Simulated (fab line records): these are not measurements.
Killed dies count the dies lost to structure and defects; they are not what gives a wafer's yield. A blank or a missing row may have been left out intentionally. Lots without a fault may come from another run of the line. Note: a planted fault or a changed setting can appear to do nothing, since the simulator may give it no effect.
Matching of chambers | flow nand harc | 4 sister chambers for NHARC_A_STAIRCASE_DESCUM_186 on rie diel-04
The step chemistry O2, time 3 s. 14 wafers are shown with their chamber, then 7 later ones without.

WAFERS, EACH WITH ITS CHAMBER
wafer  | chamber | drypump motor current A (A) | showerhead plenum p Torr (Torr) | oes product au (a.u.)
L714.2 | 1       | 4.8                         | 2.02                            | 0.984
L714.4 | 0       | 6.1                         | 1.98                            | 0.991
L714.6 | 3       | 6.4                         | 1.86                            | 1.005
L715.1 | 3       | 6.4                         | 1.86                            | 1.001
L715.4 | 1       | 4.8                         | 2.02                            | 1.003
L715.6 | 3       | 6.4                         | 1.86                            | 0.994
L724.1 | 1       | 4.8                         | 2.01                            | 0.989
L724.5 | 3       | 6.4                         | 1.85                            | 1.004
L724.6 | 2       | 6.0                         | 2.07                            | 1.012
L726.2 | 3       | 6.4                         | 1.85                            | 0.997
L726.4 | 2       | 6.0                         | 2.06                            | 1.012
L726.6 | 3       | 6.3                         | 1.85                            | 0.998
L730.4 | 3       | 6.4                         | 1.84                            | 1.005
L730.5 | 1       | 4.8                         | 2.00                            | 0.995

SIGNATURES, as means of the wafers listed above
reading                  | chamber 0 | chamber 1 | chamber 2 | chamber 3 | scatter within a chamber
drypump motor current A  | 6.100     | 4.800     | 6.000     | 6.386     | 0.0293
showerhead plenum p Torr | 1.9800    | 2.0125    | 2.0650    | 1.8529    | 0.00817
oes product au           | 0.99100   | 0.99275   | 1.01200   | 1.00057   | 0.00561
Rule: distance of a wafer from a chamber = root of the sum over the readings of ((wafer's reading minus chamber's mean) / reading's scatter) squared. If the next closest chamber is less than 2 further off than the closest, the wafer can't be placed; otherwise it belongs to the closest. How the scatter is found: for the shown wafers, subtract from each reading the mean of its chamber, square and add these, divide the total by (wafers less chambers), then take the root.

WAFERS WHOSE CHAMBER IS MISSING
wafer  | drypump motor current A (A) | showerhead plenum p Torr (Torr) | oes product au (a.u.)
L730.6 | 6.0                         | 2.06                            | 1.017
L731.2 | 6.0                         | 1.96                            | 0.979
L731.3 | 6.4                         | 1.84                            | 1.006
L731.6 | 6.4                         | 1.84                            | 0.999
L732.1 | 6.4                         | 1.84                            | 1.006
L732.4 | 6.0                         | 2.06                            | 1.015
L732.5 | 6.0                         | 2.06                            | 1.017

WHICH CHAMBER EACH ONE RAN IN
wafer  | from the rows above | in truth
L730.6 | 2                   | 2
L731.2 | 0                   | 0
L731.3 | 3                   | 3
L731.6 | 3                   | 3
L732.1 | 3                   | 3
L732.4 | 2                   | 2
L732.5 | 2                   | 2
7 of 7 placed correctly. From these rows, 0 cannot be placed. Number placed wrongly: 0.
